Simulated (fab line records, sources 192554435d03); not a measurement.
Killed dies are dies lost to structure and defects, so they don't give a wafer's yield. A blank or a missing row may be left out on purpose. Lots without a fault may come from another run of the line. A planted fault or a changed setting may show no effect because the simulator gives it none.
Split-lot experiment | flow n5_finfet | 7 lots, 39 wafers read, on a route of 1938 steps

THE SPLIT
At N5_BEOL_M8_DESCUM_16 (chemistry O2, time 7.9 s), the setting time_s was moved away from the recipe's 7.9 s on 18 of the 39 wafers read, by +30.3% to +55.9%. The other wafers ran this setting at the recipe's value.

The file shows no step between the split and the reading.

THE READING
CAR-ArF_of_BEOL_M8_COAT_05.thk_nm (the simulator's own value, which no gauge read), in nm, at N5_BEOL_M8_ETCH_61 (etches SiARC in CF4, target depth 45.5 nm, time 75.8 s). The file gives no usual value for it. The 21 wafers here that ran the recipe average 50.9 nm, standard deviation 0.26 nm.

wafer  | tool, chamber at the split | time_s as run, s | against the recipe | CAR-ArF_of_BEOL_M8_COAT_05.thk_nm, nm | against lot-mates on the recipe
L077.1 | rie_diel-02, 1,3,0         | 7.9              | recipe             | 51                                    | -
L077.2 | rie_diel-02, 1,3,0         | 7.9              | recipe             | 51                                    | -
L077.3 | rie_diel-02, 1,3,0         | 7.9              | recipe             | 51                                    | -
L077.4 | rie_diel-02, 2             | 11.41            | +44.4%             | 49.2                                  | -1.8
L077.5 | rie_diel-02, 2             | 11.41            | +44.4%             | 48.8                                  | -2.2
L077.6 | rie_diel-02, 1             | 11.41            | +44.4%             | 49                                    | -2.0
L083.1 | rie_diel-02, 3             | 10.89            | +37.8%             | 48.8                                  | -2.2
L083.2 | rie_diel-02, 2             | 10.89            | +37.8%             | 49                                    | -2.0
L083.3 | rie_diel-02, 1             | 7.9              | recipe             | 51.2                                  | -
L083.4 | rie_diel-02, 0,3           | 7.9              | recipe             | 51                                    | -
L083.5 | rie_diel-02, 2             | 10.89            | +37.8%             | 49.2                                  | -1.8
L083.6 | rie_diel-02, 0,3           | 7.9              | recipe             | 50.8                                  | -
L086.1 | rie_diel-06, 1             | 7.9              | recipe             | 50.8                                  | -
L086.2 | rie_diel-06, 2             | 10.29            | +30.3%             | 49.2                                  | -1.3
L086.6 | rie_diel-06, 2             | 10.29            | +30.3%             | 49.2                                  | -1.3
L086.3 | rie_diel-06, 3,0           | 7.9              | recipe             | 50.4                                  | -
L086.4 | rie_diel-06, 3,0           | 7.9              | recipe             | 50.4                                  | -
L086.5 | rie_diel-06, 3             | 10.29            | +30.3%             | 49.4                                  | -1.1
L090.1 | rie_diel-02, 0             | 7.9              | recipe             | 50.4                                  | -
L090.2 | rie_diel-02, 2,3           | 7.9              | recipe             | 50.6                                  | -
L090.4 | rie_diel-02, 2,3           | 7.9              | recipe             | 50.6                                  | -
L090.3 | rie_diel-02, 3             | 12.32            | +55.9%             | 47.6                                  | -2.9
L090.5 | rie_diel-02, 2             | 12.32            | +55.9%             | 48.2                                  | -2.3
L090.6 | rie_diel-02, 0             | 12.32            | +55.9%             | 47.8                                  | -2.7
L092.1 | rie_diel-01, 3             | 7.9              | recipe             | 51                                    | -
L092.2 | rie_diel-01, 2             | 12.15            | +53.8%             | 48.8                                  | -2.3
L092.3 | rie_diel-01, 0,2           | 7.9              | recipe             | 51.2                                  | -
L092.5 | rie_diel-01, 0,2           | 7.9              | recipe             | 51.2                                  | -
L092.4 | rie_diel-01, 1             | 12.15            | +53.8%             | 48.6                                  | -2.5
L092.6 | rie_diel-01, 3             | 12.15            | +53.8%             | 48.6                                  | -2.5
L094.1 | rie_diel-01, 0,1           | 11.27            | +42.7%             | 49                                    | -2.1
L094.3 | rie_diel-01, 2             | 11.27            | +42.7%             | 49                                    | -2.1
L094.2 | rie_diel-01, 0,1           | 11.27            | +42.7%             | 48.8                                  | -2.3
L094.4 | rie_diel-01, 3             | 7.9              | recipe             | 51                                    | -
L094.6 | rie_diel-01, 1             | 7.9              | recipe             | 51                                    | -
L094.5 | rie_diel-01, 0             | 7.9              | recipe             | 51.2                                  | -
L096.3 | rie_diel-02, 0,1,0         | 7.9              | recipe             | 50.8                                  | -
L096.5 | rie_diel-02, 0,1,0         | 7.9              | recipe             | 50.8                                  | -
L096.4 | rie_diel-02, 0,1,0         | 7.9              | recipe             | 50.6                                  | -
Where a row lists several chambers, the file gives one row for several wafers and doesn't say which wafer went through which chamber.

THE FIT
A straight line over all 39 wafers: CAR-ArF_of_BEOL_M8_COAT_05.thk_nm changes by -0.0466 nm for each +1% of time_s; r = -0.97; the points scatter about the line by 0.28 nm.
The same after taking each lot's own level away (the mean of its wafers on the recipe; 39 wafers): -0.0473 nm for each +1%; r = -0.99; scatter 0.17 nm.
On that fit, the largest move of time_s shifts the reading by 2.6 nm.
The lots' own levels span 50.53 to 51.13 nm, that is 2.3 times the standard deviation above.
So the lot-to-lot level changes the slope little: the two slopes agree.
Check: with one of the wafers moved furthest among these (+55.9%) left out of the fit, the line predicts -2.62 nm for it against its lot-mates. It came out at -2.93 nm against them.

OTHER SPLITS ON THESE WAFERS
These wafers also went through other splits before the reading. Each is held against what the fit with the lots' levels taken away leaves over:
other split on the same wafers        | wafers away from the commonest value | r with CAR-ArF_of_BEOL_M8_COAT_05.thk_nm (lot level and that fit taken away)
N5_BEOL_M0_SAQP_PECVD_04 time_s       | 15                                   | +0.26
N5_BEOL_M3_VIA_ETCH_34 target_depth_a | 9                                    | -0.03
N5_BEOL_M4_DEP_57 target_thk_a        | 9                                    | -0.11

THE WHOLE CHAIN: every reading that the file lists as answering this split, in the file's order
step                 | what it does                                           | reading                                                                            | change (the file's fit)                | r (the file's)
N5_BEOL_M8_DESCUM_16 | chemistry O2, time 7.9 s                               | CAR-ArF_of_BEOL_M8_COAT_05.thk_nm (the simulator's own value, which no gauge read) | -0.0478 nm for each +1% of the setting | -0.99
N5_BEOL_M8_ETCH_61   | etches SiARC in CF4, target depth 45.5 nm, time 75.8 s | CAR-ArF_of_BEOL_M8_COAT_05.thk_nm (the simulator's own value, which no gauge read) | -0.0473 nm for each +1% of the setting | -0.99

THE FILE'S OWN FIT
CAR-ArF_of_BEOL_M8_COAT_05.thk_nm changes by -0.0473 nm for each +1% of time_s, r = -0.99.
